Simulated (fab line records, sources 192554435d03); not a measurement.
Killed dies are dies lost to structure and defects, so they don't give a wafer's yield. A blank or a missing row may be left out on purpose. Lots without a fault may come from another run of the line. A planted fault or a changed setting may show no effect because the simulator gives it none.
Chamber matching | flow n5_finfet | N5_HKMG_FIN_STRIP_90 on rie_diel-03: 4 sister chambers
The step strips SOC in N2/H2, time 20 s. 4 wafers are shown with their chamber, then 8 later ones without.

WAFERS WITH THEIR CHAMBER
wafer  | chamber | showerhead_plenum_p_Torr (Torr)
L084.6 | 1       | 3.45
L089.1 | 2       | 3.10
L089.5 | 0       | 3.32
L092.1 | 3       | 3.51

WAFERS WITHOUT THEIR CHAMBER
wafer  | showerhead_plenum_p_Torr (Torr)
L092.3 | 3.32
L092.4 | 3.44
L094.1 | 3.09
L094.2 | 3.44
L094.6 | 3.09
L097.1 | 3.43
L097.4 | 3.31
L097.6 | 3.51

WHICH CHAMBER EACH WENT THROUGH
wafer  | from the rows above | in truth
L092.3 | 0                   | 0
L092.4 | 1                   | 1
L094.1 | 2                   | 2
L094.2 | 1                   | 1
L094.6 | 2                   | 2
L097.1 | 1                   | 1
L097.4 | 0                   | 0
L097.6 | 3                   | 3
Placed correctly: 8 of 8. Can't be placed from these rows: 0. Placed wrongly: 0.
How it was worked out, from the rows above alone: a wafer's distance from a chamber is the root of the sum, over the readings, of the square of ((its reading less the chamber's mean) divided by the reading's scatter). The wafer belongs to the nearest chamber; if the next one is less than 2 further off, it can't be placed. A chamber's mean is the mean of its shown wafers. The scatter: with one shown wafer a chamber, the root of the mean of the squares of how far each hidden wafer lies from its nearest shown one.
